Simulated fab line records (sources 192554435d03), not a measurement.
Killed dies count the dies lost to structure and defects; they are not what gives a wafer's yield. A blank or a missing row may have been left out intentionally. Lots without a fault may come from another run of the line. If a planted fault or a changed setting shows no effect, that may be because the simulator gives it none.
fab line records	flow n5_finfet	part 1 of 2: steps 1 to 4 of 6
record lots=23	wafers=69	last_day=17
route steps=1938 shown SD_EPI_P@304 SDB@360 HKMG_FIN@401
lots that met no fault: taken from a fault-free run of the same line
start_h: hours from the record's opening day to when the first of the lot's shown wafers began	wait_h: how many hours have passed since the lot's step before this one	" same as the row above	L1.1+2: a row that stands for several wafers	- no value, or no start was given	* or withheld: withheld	< > ~ a bound
route shown NAME@n: a module of which the file shows steps, and the number in the route of the first	usual: the fault-free wafers' mean and standard deviation	same: alike in all rows	chamber/n: place in a boat	sites: each site's reading	_std_site: their standard deviation	_edge_site: outer sites' mean less inner sites'	radius_mm: for every site, how far away it sits from the centre of the wafer	mask NAME#n: copy n	behind: the tool/chamber that last shaped the wafer	hold: why the lot was held/for how many hours/how that ended	device: which transistor (n, p or np) failed to switch	end of line: the route-end tests of the same wafers	for a step that has no rows: nothing shown but its recipe	killed: at the first sort, the dies lost to defects and structure; wafer yield is something else	map: shows each die of a wafer: x if killed, . if not, _ if none is there
set.NAME: the run value of the setting; set.NAME@STEP: its run value at that earlier step	model.NAME: the simulator's own value behind a step, which no gauge read
a sample of lots followed through the steps of the route, with each step as a table and each wafer as a row
services: a tool's chamber out of use, with start hour (start_h, from the record's first day; less than 0 if before it), hours out, and reason
## steps
# step N5_SD_EPI_P_OVL_MEAS_10
# recipe points_per_wafer=44
# usual SD_P_BLK_OVL=-0.6/0.62
lot.wafer	tool	chamber	start_h	wait_h	SD_P_BLK_OVL[nm]
L074.3	overlay-01	0	54.13	0.0	-0.8
L074.4	"	0	"	"	-1.2
L074.5	"	0	"	"	-0.3
L075.2	overlay-02	0	59.52	0.0	-0.6
L075.4	"	0	"	"	-0.8
L075.6	"	0	"	"	0.3
L076.2	overlay-01	0	69.65	0.0	-1.1
L076.5	"	0	"	"	0.1
L076.6	"	0	"	"	-0.8
L077.1	overlay-02	0	70.37	0.0	-0.6
L077.2	"	0	"	"	-1.4
L077.5	"	0	"	"	0.0
L078.1	overlay-02	0	77.51	0.0	-0.5
L078.2	"	0	"	"	-0.3
L078.6	"	0	"	"	0.2
L079.1	overlay-02	0	82.93	0.0	0.1
L079.4	"	0	"	"	-0.7
L079.5	"	0	"	"	-0.2
L080.1	overlay-01	0	88.11	0.0	-0.3
L080.3	"	0	"	"	-1.7
L080.5	"	0	"	"	-1.6
L081.2	overlay-02	0	95.89	0.0	-0.4
L081.4	"	0	"	"	-0.8
L081.6	"	0	"	"	-0.2
L082.1	overlay-01	0	107.57	0.0	0.2
L082.2	"	0	"	"	-0.3
L082.6	"	0	"	"	0.0
L083.3	overlay-01	0	109.55	0.0	-0.6
L083.5	"	0	"	"	0.1
L083.6	"	0	"	"	-0.7
L085.1	overlay-02	0	118.57	0.0	-0.6
L085.3	"	0	"	"	-0.8
L085.6	"	0	"	"	-1.3
L086.1	overlay-01	0	130.21	0.0	-1.0
L086.2	"	0	"	"	-0.2
L086.5	"	0	"	"	-0.5
L087.1	overlay-02	0	133.58	0.0	-1.5
L087.4	"	0	"	"	-1.3
L087.6	"	0	"	"	-1.5
L088.1	overlay-02	0	136.76	0.0	0.1
L088.3	"	0	"	"	0.0
L088.6	"	0	"	"	-0.8
L089.2	overlay-01	0	144.09	0.0	-1.4
L089.5	"	0	"	"	-0.5
L089.6	"	0	"	"	-0.6
L090.2	overlay-02	0	149.73	0.0	-0.7
L090.5	"	0	"	"	-1.1
L090.6	"	0	"	"	-0.1
L091.4	overlay-01	0	156.72	0.0	-0.4
L091.5	"	0	"	"	-1.1
L091.6	"	0	"	"	-1.1
L092.2	overlay-01	0	162.74	0.0	-0.8
L092.3	"	0	"	"	-1.0
L092.5	"	0	"	"	-0.8
L093.3	overlay-02	0	168.05	0.0	0.0
L093.5	"	0	"	"	0.3
L093.6	"	0	"	"	-0.3
L094.1	overlay-01	0	175.41	0.0	-2.3
L094.3	"	0	"	"	-0.8
L094.5	"	0	"	"	-1.8
L095.3	overlay-02	0	179.53	0.0	-0.5
L095.4	"	0	"	"	-0.4
L095.5	"	0	"	"	-0.5
L096.3	overlay-02	0	188.62	0.0	-0.7
L096.5	"	0	"	"	-0.8
L096.6	"	0	"	"	-1.0
L097.1	overlay-02	0	190.99	0.0	0.3
L097.2	"	0	"	"	-1.2
L097.6	"	0	"	"	-1.7
# step N5_SD_EPI_P_SD_RECESS_17
# recipe chemistry=HBr/Cl2/O2	target_depth_a=391	bt_time_s=3	pressure_mtorr=10	icp_w=800	bias_w=112	HBr_flow_sccm=150	Cl2_flow_sccm=80	O2_flow_sccm=12
# usual drypump_motor_current_A=5.7/0.38	oes_product_au=0.998/0.017	throttle_valve_pct=37.1/0.49
lot.wafer	tool	chamber	start_h	wait_h	drypump_motor_current_A	oes_product_au	rf_hours_counter_h	throttle_valve_pct
L074.3	rie_si-02	2	54.87	0.0	5.7	0.961	126	37.0
L074.4	"	0	"	"	5.8	0.996	127	36.8
L074.5	"	1	"	"	6.1	0.965	-	37.0
L075.2	rie_si-02	2	60.26	0.0	5.7	0.955	126	36.9
L075.4	"	0	"	"	5.8	1.001	127	36.8
L075.6	"	0	"	"	5.8	0.996	-	36.8
L076.2	rie_si-02	3	70.39	0.0	5.2	0.998	77	37.8
L076.5	"	0	"	"	5.8	1.004	-	36.8
L076.6	"	1	"	"	6.1	0.965	-	37.0
L077.1	rie_si-05	3	71.25	0.0	6.2	0.984	149	37.7
L077.2	"	2	"	"	5.9	1.004	57	36.1
L077.5	"	1	"	"	5.5	1.014	-	37.3
L078.1	rie_si-06	3	78.41	0.0	6.6	1.009	156	37.4
L078.2	"	0	"	"	4.9	1.031	184	36.7
L078.6	"	3	"	"	6.6	1.010	-	37.4
L079.1	rie_si-06	2	83.67	0.0	5.6	0.991	44	36.8
L079.4	"	1	"	"	5.4	1.001	30	37.2
L079.5	"	1	"	"	5.4	0.996	-	37.2
L080.1	rie_si-05	1	88.86	0.0	5.5	1.008	153	37.3
L080.3	"	0	"	"	5.3	0.991	35	37.1
L080.5	"	2	"	"	5.9	0.993	-	36.1
L081.2	rie_si-05	0	96.64	0.0	5.3	0.987	35	37.1
L081.4	"	1	"	"	5.5	1.016	153	37.3
L081.6	"	1	"	"	5.5	1.023	-	37.3
L082.1	rie_si-05	2	108.32	0.0	5.9	0.994	58	36.1
L082.2	"	0	"	"	5.3	1.003	35	37.1
L082.6	"	0	"	"	5.3	1.000	-	37.1
L083.3	rie_si-06	1	110.30	0.0	5.4	1.009	31	37.2
L083.5	"	0	"	"	4.9	1.021	-	36.7
L083.6	"	1	"	"	5.4	1.005	-	37.2
L085.1	rie_si-05	3	119.57	0.0	6.2	0.991	149	37.7
L085.3	"	0	"	"	5.3	0.993	35	37.1
L085.6	"	2	"	"	5.9	0.991	-	36.1
L086.1	rie_si-05	3	130.96	0.0	6.2	0.986	150	37.7
L086.2	"	1	"	"	5.5	1.026	154	37.3
L086.5	"	2	"	"	5.9	1.005	-	36.1
L087.1	rie_si-05	1	134.42	0.0	5.6	1.016	154	37.3
L087.4	"	0	"	"	5.3	0.994	35	37.0
L087.6	"	0	"	"	5.3	0.998	-	37.1
L088.1	rie_si-05	2	137.51	0.0	5.9	1.005	58	36.1
L088.3	"	1	"	"	5.5	1.016	154	37.3
L088.6	"	1	"	"	5.5	1.017	-	37.3
L089.2	rie_si-02	2	144.84	0.0	5.7	0.954	128	36.9
L089.5	"	2	"	"	5.7	0.963	-	37.0
L089.6	"	1	"	"	6.1	0.962	-	37.0
L090.2	rie_si-06	1	150.48	0.0	5.4	1.003	31	37.2
L090.5	"	0	"	"	4.9	1.031	-	36.7
L090.6	"	1	"	"	5.4	1.009	-	37.2
L091.4	rie_si-05	3	157.46	0.0	6.2	0.998	150	37.7
L091.5	"	1	"	"	5.5	1.017	-	37.3
L091.6	"	0	"	"	5.3	0.990	-	37.0
L092.2	rie_si-05	1	163.86	0.0	5.5	1.014	154	37.3
L092.3	"	0	"	"	5.3	0.982	36	37.1
L092.5	"	3	"	"	6.2	0.995	-	37.7
L093.3	rie_si-05	1	168.80	0.0	5.6	1.026	154	37.3
L093.5	"	2	"	"	5.9	0.993	-	36.1
L093.6	"	3	"	"	6.2	0.998	-	37.7
L094.1	rie_si-05	3	176.15	0.0	6.2	0.993	151	37.7
L094.3	"	2	"	"	5.9	1.001	59	36.1
L094.5	"	3	"	"	6.2	0.997	-	37.7
L095.3	rie_si-05	1	180.28	0.0	5.5	1.015	154	37.3
L095.4	"	3	"	"	6.2	0.999	151	37.7
L095.5	"	1	"	"	5.5	1.020	-	37.3
L096.3	rie_si-02	1	189.36	0.0	6.0	0.968	21	37.0
L096.5	"	0	"	"	5.8	0.994	-	36.8
L096.6	"	3	"	"	5.1	1.004	-	37.8
L097.1	rie_si-05	2	191.73	0.0	5.9	1.004	59	36.1
L097.2	"	1	"	"	5.5	1.013	155	37.3
L097.6	"	0	"	"	5.3	0.987	-	37.1
# step N5_SDB_ETCH_17
# recipe chemistry=CF4	target=SiARC	target_depth_a=234	mask_material=CAR-ArF	time_s=39	ion_energy_ev=80	pressure_mtorr=40	source_w=545	bias_w=36	Ar_flow_sccm=100	cf4_flow_sccm=100	ends=cleared
# usual cf4_flow_sccm=99.98/0.3	drypump_motor_current_A=5.3/0.52	etch_rf_on_time_s=39.9/1.1	oes_product_au=0.62/0.066	rf_vpp_V=184.0/1.1	showerhead_plenum_p_Torr=2.12/0.075	throttle_valve_pct=15.65/0.25
lot.wafer	tool	chamber	start_h	wait_h	cf4_flow_sccm	drypump_motor_current_A	etch_rf_on_time_s	oes_product_au	rf_hours_counter_h	rf_vpp_V	showerhead_plenum_p_Torr	throttle_valve_pct
L074.3	rie_diel-01	3	66.74	0.0	99.75	4.8	39.1	0.60	209	184.1	2.11	15.46
L074.4	"	0	"	"	100.08	4.9	39.8	0.59	229	183.7	2.13	15.81
L074.5	"	2	"	"	100.06	6.3	41.2	0.58	-	184.6	2.10	15.69
L075.2	rie_diel-01	3	70.82	0.0	99.88	4.9	39.0	0.60	212	182.5	2.11	15.45
L075.4	"	1	"	"	100.15	4.7	38.5	0.65	163	186.4	2.22	15.66
L075.6	"	0	"	"	100.16	4.9	39.9	0.58	-	185.6	2.13	15.84
L076.2	rie_diel-04	0	81.14	0.0	100.35	5.5	38.9	0.61	215	184.1	2.13	16.03
L076.5	"	3	"	"	100.00	4.9	40.2	0.62	-	186.0	2.24	15.90
L076.6	"	2	"	"	100.03	5.3	39.5	0.62	-	184.3	2.06	15.34
L077.1	rie_diel-01	1	82.01	0.0	100.53	4.7	38.4	0.64	168	185.3	2.22	15.68
L077.2	"	2	"	"	100.03	6.3	41.6	0.57	215	183.5	2.10	15.70
L077.5	"	1	"	"	100.12	4.7	38.8	0.65	-	185.4	2.22	15.68
L078.1	rie_diel-01	3	90.61	0.0	99.72	4.8	39.4	0.59	219	183.7	2.10	15.46
L078.2	"	2	"	"	99.29	6.3	41.6	0.57	217	182.7	2.10	15.71
L078.6	"	1	"	"	100.07	4.7	38.5	0.65	-	185.2	2.22	15.69
L079.1	rie_diel-05	1	94.48	0.0	99.86	6.4	41.4	0.65	137	182.3	2.08	15.63
L079.4	"	3	"	"	99.89	4.9	38.2	0.65	154	182.2	2.05	15.59
L079.5	"	1	"	"	99.69	6.4	41.2	0.65	-	182.7	2.08	15.64
L080.1	rie_diel-04	3	99.71	0.0	99.90	4.9	41.0	0.60	169	184.2	2.24	15.91
L080.3	"	1	"	"	100.28	5.3	40.7	0.58	227	182.7	2.02	15.59
L080.5	"	0	"	"	99.84	5.4	39.0	0.60	-	185.2	2.12	16.04
L081.2	rie_diel-04	0	108.05	0.0	99.09	5.4	39.7	0.60	224	183.5	2.12	16.03
L081.4	"	1	"	"	100.05	5.3	40.6	0.57	230	183.4	2.02	15.62
L081.6	"	1	"	"	99.86	5.3	40.7	0.57	-	183.4	2.01	15.62
L082.1	rie_diel-04	3	120.30	0.0	100.21	4.9	41.2	0.60	176	184.8	2.24	15.95
L082.2	"	2	"	"	100.16	5.3	39.0	0.63	167	180.8	2.06	15.37
L082.6	"	2	"	"	99.78	5.3	38.8	0.62	-	182.8	2.06	15.37
L083.3	rie_diel-04	3	123.23	0.0	99.87	4.9	40.5	0.61	178	186.2	2.24	15.95
L083.5	"	2	"	"	99.75	5.3	38.4	0.63	-	182.7	2.06	15.38
L083.6	"	1	"	"	100.17	5.3	40.6	0.57	-	182.8	2.01	15.64
L085.1	rie_diel-04	2	130.98	0.0	100.02	5.3	39.7	0.61	173	183.1	2.05	15.37
L085.3	"	3	"	"	100.50	4.9	41.4	0.59	182	186.6	2.23	15.94
L085.6	"	3	"	"	100.34	4.8	41.4	0.59	-	185.4	2.24	15.94
L086.1	rie_diel-01	3	141.61	0.0	100.12	4.8	40.4	0.58	229	183.1	2.10	15.48
L086.2	"	2	"	"	100.00	6.3	41.1	0.58	226	184.5	2.10	15.73
L086.5	"	1	"	"	99.92	4.7	39.3	0.63	-	185.7	2.21	15.70
L087.1	rie_diel-04	1	145.12	0.0	99.50	5.3	40.5	0.56	245	183.3	2.01	15.65
L087.4	"	3	"	"	100.31	4.8	40.6	0.60	187	185.0	2.23	15.96
L087.6	"	3	"	"	99.71	4.9	40.9	0.60	-	185.1	2.23	15.98
L088.1	rie_diel-04	0	148.45	0.0	99.92	5.4	39.9	0.59	240	184.6	2.12	16.07
L088.3	"	2	"	"	100.06	5.3	38.9	0.63	179	182.7	2.05	15.40
L088.6	"	2	"	"	99.74	5.3	38.7	0.62	-	183.6	2.05	15.39
L089.2	rie_diel-01	3	155.55	0.0	100.38	4.8	40.6	0.56	236	183.6	2.10	15.50
L089.5	"	2	"	"	99.87	6.3	40.9	0.57	-	184.3	2.09	15.73
L089.6	"	1	"	"	100.10	4.7	39.5	0.62	-	185.0	2.21	15.71
L090.2	rie_diel-04	0	161.30	0.0	99.21	5.5	39.7	0.58	246	184.3	2.12	16.09
L090.5	"	2	"	"	99.49	5.3	37.9	0.62	-	185.0	2.05	15.41
L090.6	"	3	"	"	100.12	4.8	40.5	0.59	-	186.0	2.23	15.97
L091.4	rie_diel-05	0	168.36	0.0	99.46	6.0	38.3	0.81	8	183.6	2.09	15.10
L091.5	"	0	"	"	99.64	5.9	38.3	0.81	-	183.2	2.09	15.11
L091.6	"	3	"	"	100.13	4.8	37.8	0.63	-	182.8	2.04	15.68
L092.2	rie_diel-01	2	175.40	0.0	100.08	6.3	40.3	0.57	240	182.3	2.09	15.76
L092.3	"	3	"	"	99.48	4.9	39.5	0.57	243	184.9	2.10	15.50
L092.5	"	2	"	"	99.78	6.3	40.5	0.57	-	184.3	2.09	15.76
L093.3	rie_diel-01	3	179.82	0.0	100.16	4.9	40.0	0.57	245	182.7	2.10	15.53
L093.5	"	2	"	"	100.08	6.3	41.3	0.56	-	184.0	2.09	15.75
L093.6	"	1	"	"	100.25	4.7	39.5	0.62	-	184.4	2.21	15.72
L094.1	rie_diel-04	2	187.64	0.0	99.99	5.3	38.5	0.61	197	182.3	2.05	15.44
L094.3	"	3	"	"	99.89	4.8	41.0	0.59	206	183.7	2.23	16.00
L094.5	"	3	"	"	99.83	4.9	40.8	0.59	-	184.7	2.23	16.01
L095.3	rie_diel-04	3	191.42	0.0	99.90	4.9	40.9	0.59	208	185.2	2.23	16.00
L095.4	"	3	"	"	100.23	4.9	40.3	0.59	-	185.2	2.23	15.99
L095.5	"	1	"	"	100.10	5.3	39.9	0.80	-	186.2	2.26	15.21
L096.3	rie_diel-04	2	200.13	0.0	100.06	5.3	38.3	0.61	203	183.1	2.04	15.45
L096.5	"	2	"	"	99.93	5.3	38.5	0.60	-	183.4	2.04	15.44
L096.6	"	1	"	"	100.06	5.3	40.0	0.78	-	185.0	2.26	15.23
L097.1	rie_diel-01	0	203.01	0.0	100.33	4.9	39.8	0.78	19	184.1	2.12	15.46
L097.2	"	2	"	"	100.50	6.3	41.7	0.55	251	182.8	2.09	15.78
L097.6	"	1	"	"	99.57	4.7	39.3	0.62	-	183.8	2.20	15.74
# step N5_SDB_ETCH_25
# recipe chemistry=C4F6/O2	target=SiO2	target_depth_a=100	time_s=3.3	ion_energy_ev=250	mask_material=SiNx	pressure_mtorr=30	source_w=345	bias_w=185	Ar_flow_sccm=300	C4F6_flow_sccm=10	O2_flow_sccm=10
# usual C4F6_flow_sccm=10.00/0.031	drypump_motor_current_A=5.3/0.56	oes_product_au=0.74/0.083	rf_vpp_V=669/22	showerhead_plenum_p_Torr=2.82/0.097	throttle_valve_pct=21.14/0.29
lot.wafer	tool	chamber	start_h	wait_h	C4F6_flow_sccm	drypump_motor_current_A	oes_product_au	rf_hours_counter_h	rf_vpp_V	showerhead_plenum_p_Torr	throttle_valve_pct
L074.3	rie_diel-04	0	67.50	0.3	9.96	5.5	0.71	209	677	2.82	21.55
L074.4	"	2	"	"	9.97	5.3	0.74	148	645	2.73	20.81
L074.5	"	1	"	"	9.98	5.3	0.68	-	679	2.68	20.99
L075.2	rie_diel-04	3	71.31	0.0	9.95	4.8	0.73	158	707	2.98	21.53
L075.4	"	1	"	"	9.98	5.3	0.69	217	678	2.68	20.99
L075.6	"	3	"	"	9.99	4.8	0.73	-	706	2.98	21.51
L076.2	rie_diel-04	1	81.63	0.0	9.98	5.4	0.69	221	678	2.68	20.99
L076.5	"	3	"	"	10.02	4.9	0.73	-	705	2.98	21.53
L076.6	"	0	"	"	10.00	5.5	0.70	-	677	2.82	21.56
L077.1	rie_diel-01	2	82.51	0.0	9.99	6.3	0.68	215	648	2.80	21.16
L077.2	"	0	"	"	10.08	4.9	0.68	237	698	2.83	21.32
L077.5	"	3	"	"	9.97	4.9	0.70	-	671	2.78	20.80
L078.1	rie_diel-04	1	91.69	0.6	10.03	5.3	0.67	224	679	2.68	21.01
L078.2	"	2	"	"	10.00	5.3	0.73	158	645	2.73	20.83
L078.6	"	3	"	"	10.00	4.9	0.72	-	706	2.98	21.51
L079.1	rie_diel-05	0	94.98	0.0	10.10	5.9	0.67	241	675	2.79	20.99
L079.4	"	3	"	"	9.98	4.9	0.76	154	638	2.75	21.29
L079.5	"	2	"	"	9.97	5.2	0.89	-	671	2.90	20.76
L080.1	rie_diel-01	2	100.68	0.5	10.00	6.3	0.68	220	648	2.80	21.18
L080.3	"	3	"	"	10.03	4.9	0.69	222	672	2.78	20.82
L080.5	"	1	"	"	10.03	4.7	0.74	-	643	2.95	21.29
L081.2	rie_diel-05	2	108.65	0.1	9.99	5.2	0.87	41	671	2.90	20.79
L081.4	"	3	"	"	10.05	4.9	0.76	159	639	2.75	21.30
L081.6	"	0	"	"	9.99	5.9	0.66	-	675	2.79	20.98
L082.1	rie_diel-05	1	122.17	1.4	9.99	6.4	0.74	150	673	2.76	21.28
L082.2	"	3	"	"	9.98	4.9	0.75	165	637	2.74	21.30
L082.6	"	3	"	"	10.00	4.9	0.75	-	637	2.74	21.30
L083.3	rie_diel-04	2	125.70	2.0	10.03	5.3	0.73	170	645	2.72	20.86
L083.5	"	2	"	"	9.99	5.3	0.73	-	645	2.72	20.87
L083.6	"	3	"	"	10.01	4.9	0.71	-	706	2.97	21.55
L085.1	rie_diel-05	3	131.92	0.5	10.00	4.9	0.76	171	637	2.74	21.33
L085.3	"	2	"	"	10.02	5.2	0.87	50	670	2.90	20.80
L085.6	"	2	"	"	10.02	5.2	0.86	-	670	2.90	20.79
L086.1	rie_diel-04	2	142.10	0.0	10.02	5.3	0.73	177	645	2.72	20.86
L086.2	"	1	"	"	10.03	5.3	0.66	244	680	2.67	21.04
L086.5	"	3	"	"	10.04	4.9	0.71	-	707	2.97	21.55
L087.1	rie_diel-01	3	145.92	0.3	10.03	4.8	0.68	232	671	2.78	20.82
L087.4	"	2	"	"	10.04	6.3	0.68	-	649	2.79	21.19
L087.6	"	3	"	"	10.03	4.8	0.68	-	671	2.78	20.81
L088.1	rie_diel-01	3	148.94	0.0	9.99	4.9	0.67	234	670	2.77	20.82
L088.3	"	2	"	"	10.02	6.3	0.67	231	649	2.79	21.18
L088.6	"	3	"	"	9.98	4.9	0.67	-	671	2.77	20.80
L089.2	rie_diel-05	3	156.05	0.0	9.99	4.9	0.74	180	638	2.74	21.33
L089.5	"	0	"	"	9.99	5.9	0.97	-	673	2.78	20.68
L089.6	"	3	"	"	9.96	4.9	0.74	-	638	2.74	21.33
L090.2	rie_diel-05	0	161.80	0.0	10.00	6.0	0.97	6	675	2.78	20.69
L090.5	"	1	"	"	9.98	6.5	0.73	-	673	2.75	21.27
L090.6	"	0	"	"	9.97	6.0	0.97	-	674	2.78	20.69
L091.4	rie_diel-01	3	168.85	0.0	10.02	4.9	0.68	242	672	2.77	20.83
L091.5	"	2	"	"	10.02	6.3	0.67	-	648	2.79	21.20
L091.6	"	3	"	"	10.04	4.9	0.68	-	671	2.77	20.84
L092.2	rie_diel-01	1	175.90	0.0	9.97	4.7	0.72	195	645	2.94	21.32
L092.3	"	3	"	"	10.01	4.9	0.67	244	671	2.77	20.85
L092.5	"	0	"	"	10.01	4.9	0.95	-	699	2.82	21.12
L093.3	rie_diel-01	3	180.42	0.1	10.00	4.8	0.67	245	670	2.77	20.83
L093.5	"	3	"	"	9.98	4.8	0.66	-	670	2.77	20.84
L093.6	"	2	"	"	9.98	6.3	0.66	-	647	2.79	21.18
L094.1	rie_diel-04	2	188.14	0.0	10.00	5.3	0.71	197	643	2.71	20.91
L094.3	"	3	"	"	9.97	4.9	0.69	206	706	2.96	21.58
L094.5	"	1	"	"	10.01	5.3	0.95	-	689	3.00	20.77
L095.3	rie_diel-04	3	191.91	0.0	9.98	4.9	0.69	208	707	2.96	21.58
L095.4	"	2	"	"	9.97	5.3	0.71	-	644	2.71	20.90
L095.5	"	3	"	"	10.04	4.9	0.69	-	707	2.96	21.58
L096.3	rie_diel-04	1	200.67	0.1	10.03	5.3	0.92	11	691	3.00	20.76
L096.5	"	2	"	"	10.03	5.3	0.70	-	646	2.71	20.90
L096.6	"	1	"	"	9.98	5.4	0.92	-	690	3.00	20.77
L097.1	rie_diel-05	2	203.50	0.0	10.05	5.2	0.82	75	670	2.89	20.82
L097.2	"	3	"	"	10.00	4.9	0.72	196	638	2.73	21.35
L097.6	"	0	"	"	9.99	5.9	0.91	-	675	2.78	20.70
